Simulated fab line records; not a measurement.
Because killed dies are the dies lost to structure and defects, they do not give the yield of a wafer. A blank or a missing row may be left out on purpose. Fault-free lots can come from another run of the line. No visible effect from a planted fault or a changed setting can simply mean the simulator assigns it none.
Lot-split experiment ; flow n5_finfet ; on a route of 1938 steps: 7 lots, 21 wafers read

== THE SPLIT ITSELF ==
At N5_GATE_CUT_DESCUM_18 (chemistry O2, time 7 s), the setting time_s was moved away from the recipe's 7 s on 9 of the 21 wafers read, by -18.4% to +17.2%. For the rest of the wafers, this setting stayed at what the recipe calls for.

== FROM THE SPLIT TO THE READING: what the file shows between them, 1 step ==
- N5_GATE_CUT_ETCH_28: etches underlayer in N2/H2, target depth 13 nm, time 10.4 s

== THE READING ==
CAR-EUV_of_GATE_CUT_COAT_07.thk_nm (the simulator's own value, which no gauge read), in nm, at N5_GATE_CUT_ETCH_36 (etches SiARC in CF4, target depth 13 nm, time 21.7 s). No usual value for it is given in the file. The 12 wafers here that ran the recipe average 7.1 nm, standard deviation 0.25 nm.

wafer;tool, chamber at the split;time_s as run, s;against the recipe;CAR-EUV_of_GATE_CUT_COAT_07.thk_nm, nm;against lot-mates on the recipe
L077.3;rie_diel-03, 3,0;8.201;+17.2%;6.4;-0.6
L077.4;rie_diel-03, 3,0;8.201;+17.2%;5.8;-1.2
L077.5;rie_diel-03, 0;7;recipe;7;-
L079.3;rie_diel-03, 3;7;recipe;7;-
L079.5;rie_diel-03, 3;7.98;+14.0%;6.8;-0.3
L079.6;rie_diel-03, 2;7;recipe;7.2;-
L082.4;rie_diel-03, 0,2;7;recipe;7;-
L082.5;rie_diel-03, 0,2;7;recipe;7;-
L082.6;rie_diel-03, 1;7;recipe;7;-
L091.3;rie_diel-01, 0;7;recipe;6.8;-
L091.4;rie_diel-01, 1;5.711;-18.4%;7.4;+0.6
L091.5;rie_diel-01, 3;5.711;-18.4%;7.4;+0.6
L093.1;rie_diel-04, 0,1;7.822;+11.7%;6.8;-1.0
L093.2;rie_diel-04, 0,1;7.822;+11.7%;6.8;-1.0
L093.4;rie_diel-04, 0;7;recipe;7.8;-
L094.2;rie_diel-04, 0,2;6.396;-8.6%;7.2;+0.4
L094.6;rie_diel-04, 0,2;6.396;-8.6%;7.2;+0.4
L094.4;rie_diel-04, 0;7;recipe;6.8;-
L095.2;rie_diel-01, 0;7;recipe;7;-
L095.5;rie_diel-01, 1,0;7;recipe;7;-
L095.6;rie_diel-01, 1,0;7;recipe;7.2;-
Where a row lists several chambers, the file gives one row for several wafers and doesn't say which wafer went through which chamber.

THE FIT
A straight line over all 21 wafers: CAR-EUV_of_GATE_CUT_COAT_07.thk_nm changes by -0.03 nm for each +1% of time_s; r = -0.74; the points scatter about the line by 0.27 nm.
The same after taking each lot's own level away (the mean of its wafers on the recipe; 21 wafers): -0.0458 nm for each +1%; r = -0.91; scatter 0.21 nm.
According to that fit, moving time_s by its largest amount changes the reading by 0.84 nm.
The span of the lots' own levels, 6.80 to 7.80 nm, comes to 4.0 times the standard deviation stated above.
So the lot-to-lot level blurs the effect unless lot-mates are compared.
Check: for one of the wafers moved furthest among these (-18.4%), held out of the fit, the line's prediction against its lot-mates is +0.842 nm. Against them it came out at +0.6 nm.

== THE OTHER SPLITS THESE WAFERS WENT THROUGH ==
Before the reading, these wafers also passed through other splits. Each is held against what the fit with the lots' levels taken away leaves over:
other split on the same wafers;wafers away from the commonest value;r with CAR-EUV_of_GATE_CUT_COAT_07.thk_nm (lot level and that fit taken away)
N5_DUMMY_GATE_ETCH_31 target_depth_a;4;+0.21
N5_DUMMY_GATE_ETCH_32 time_s;7;+0.12
N5_SD_EPI_N_ETCH_16 target_depth_a;8;+0.13
N5_SD_EPI_N_EPI_21 temp_c;5;-0.02
N5_HKMG_FIN_ETCH_55 bias_w;8;+0.23
N5_GATE_CUT_COAT_27 spin_rpm;5;+0.55

== THE WHOLE CHAIN: every reading that the file lists as answering this split, in the file's order ==
step;what it does;reading;change (the file's fit);r (the file's)
N5_GATE_CUT_DESCUM_18;chemistry O2, time 7 s;CAR-EUV_of_GATE_CUT_COAT_07.thk_nm (the simulator's own value, which no gauge read);-0.0341 nm for each +1% of the setting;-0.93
N5_GATE_CUT_ETCH_36;etches SiARC in CF4, target depth 13 nm, time 21.7 s;CAR-EUV_of_GATE_CUT_COAT_07.thk_nm (the simulator's own value, which no gauge read);-0.044 nm for each +1% of the setting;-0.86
N5_GATE_CUT_ETCH_28;etches underlayer in N2/H2, target depth 13 nm, time 10.4 s;CAR-EUV_of_GATE_CUT_COAT_07.thk_nm (the simulator's own value, which no gauge read);-0.0338 nm for each +1% of the setting, in a fit together with spin_rpm@GATE_CUT_COAT_27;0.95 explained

== FILE'S OWN FIT ==
CAR-EUV_of_GATE_CUT_COAT_07.thk_nm changes by -0.044 nm for each +1% of time_s, r = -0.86.
